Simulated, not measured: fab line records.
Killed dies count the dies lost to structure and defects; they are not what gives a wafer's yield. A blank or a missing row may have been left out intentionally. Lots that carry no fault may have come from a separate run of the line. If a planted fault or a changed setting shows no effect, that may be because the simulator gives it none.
Matching of chambers | flow nand_harc | rie_diel-04 running NHARC_A_STAIRCASE_TRIM_196: 4 sister chambers
The step chemistry O2, time 211.2 s. 14 wafers are shown with their chamber, then 7 later ones without.

EACH WAFER AND ITS CHAMBER
wafer  | chamber | showerhead_plenum_p_Torr (Torr) | drypump_motor_current_A (A) | oes_product_au (a.u.)
L076.2 | 0       | 3.73                            | 5.7                         | 1.033
L076.3 | 1       | 3.49                            | 5.4                         | 1.000
L076.5 | 3       | 3.37                            | 6.2                         | 1.003
L081.2 | 1       | 3.48                            | 5.4                         | 1.000
L081.4 | 2       | 3.30                            | 5.6                         | 0.984
L081.5 | 2       | 3.30                            | 5.6                         | 0.984
L084.3 | 3       | 3.36                            | 6.2                         | 1.006
L084.5 | 1       | 3.48                            | 5.4                         | 0.992
L084.6 | 2       | 3.29                            | 5.6                         | 0.984
L087.1 | 0       | 3.72                            | 5.7                         | 1.011
L087.3 | 1       | 3.47                            | 5.5                         | 1.002
L087.6 | 0       | 3.72                            | 5.7                         | 1.013
L089.3 | 0       | 3.71                            | 5.7                         | 1.005
L089.5 | 1       | 3.47                            | 5.5                         | 0.984

SIGNATURES (means of the wafers above)
reading                  | chamber 0 | chamber 1 | chamber 2 | chamber 3 | scatter within a chamber
showerhead_plenum_p_Torr | 3.7200    | 3.4780    | 3.2967    | 3.3650    | 0.00772
drypump_motor_current_A  | 5.700     | 5.440     | 5.600     | 6.200     | 0.0346
oes_product_au           | 1.01550   | 0.99560   | 0.98400   | 1.00450   | 0.00821
Rule: a wafer's distance from a chamber is the root of the sum, over the readings, of the square of ((its reading less the chamber's mean) divided by the reading's scatter). The wafer belongs to the nearest chamber; if the next one is less than 2 further off, it can't be placed. The scatter: take each reading less its chamber's mean, square it, sum over the shown wafers, divide by the number of wafers less the number of chambers, and take the root.

WAFERS WITHOUT THEIR CHAMBER
wafer  | showerhead_plenum_p_Torr (Torr) | drypump_motor_current_A (A) | oes_product_au (a.u.)
L089.6 | 3.71                            | 5.7                         | 0.993
L094.2 | 3.70                            | 5.7                         | 1.023
L094.4 | 3.46                            | 5.5                         | 0.974
L094.6 | 3.46                            | 5.5                         | 0.975
L097.2 | 3.70                            | 5.7                         | 1.032
L097.4 | 3.33                            | 6.2                         | 1.004
L097.6 | 3.45                            | 5.4                         | 0.981

CHAMBER TAKEN BY EACH
wafer  | from the rows above | in truth
L089.6 | 0                   | 0
L094.2 | 0                   | 0
L094.4 | 1                   | 1
L094.6 | 1                   | 1
L097.2 | 0                   | 0
L097.4 | 3                   | 3
L097.6 | 1                   | 1
7 of 7 placed correctly. Left unplaced by these rows: 0. Placed wrongly: 0.
